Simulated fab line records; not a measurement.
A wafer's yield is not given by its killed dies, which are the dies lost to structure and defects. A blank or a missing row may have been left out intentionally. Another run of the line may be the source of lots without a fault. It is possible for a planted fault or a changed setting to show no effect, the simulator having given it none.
Chamber matching / flow n5 finfet / N5_BEOL_M4_CMP_52 on cmp-03: 4 sister chambers
The step polishes, stops on SiOC, t overpolish 6.8 s, target thk 40 nm. 4 wafers are shown with their chamber, then 8 later ones without.

== WAFERS WITH THEIR CHAMBER ==
wafer=L083.3; chamber=3; motor current A (A)=4.9
wafer=L086.3; chamber=1; motor current A (A)=6.3
wafer=L086.5; chamber=2; motor current A (A)=6.4
wafer=L091.1; chamber=0; motor current A (A)=5.8

== WAFERS WHOSE CHAMBER IS MISSING ==
wafer=L091.3; motor current A (A)=4.9
wafer=L091.6; motor current A (A)=5.7
wafer=L095.4; motor current A (A)=6.0
wafer=L095.5; motor current A (A)=6.2
wafer=L095.6; motor current A (A)=6.2
wafer=L093.1; motor current A (A)=6.3
wafer=L093.4; motor current A (A)=5.4
wafer=L093.5; motor current A (A)=5.8

== EACH ONE'S CHAMBER ==
wafer=L091.3; from the rows above=3; in truth=3
wafer=L091.6; from the rows above=0; in truth=0
wafer=L095.4; from the rows above=can't be placed: 0 or 1 or 2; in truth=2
wafer=L095.5; from the rows above=can't be placed: 1 or 2 or 0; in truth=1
wafer=L095.6; from the rows above=can't be placed: 1 or 2 or 0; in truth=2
wafer=L093.1; from the rows above=can't be placed: 1 or 2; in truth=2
wafer=L093.4; from the rows above=can't be placed: 0 or 3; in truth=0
wafer=L093.5; from the rows above=0; in truth=0
Placed correctly: 3 of 8. These rows do not allow placing 5 (true chamber among the candidates in 5). 0 placed wrongly.
How it was worked out, from the rows above alone: a wafer's distance from a chamber is the root of the sum, over the readings, of the square of ((its reading less the chamber's mean) divided by the reading's scatter). If the next closest chamber is less than 2 further off than the closest, the wafer can't be placed; otherwise it belongs to the closest. For every chamber, the mean is computed from those of its wafers that are shown. The scatter: root of mean squared gap, hidden wafer to nearest shown wafer, with one shown wafer a chamber.
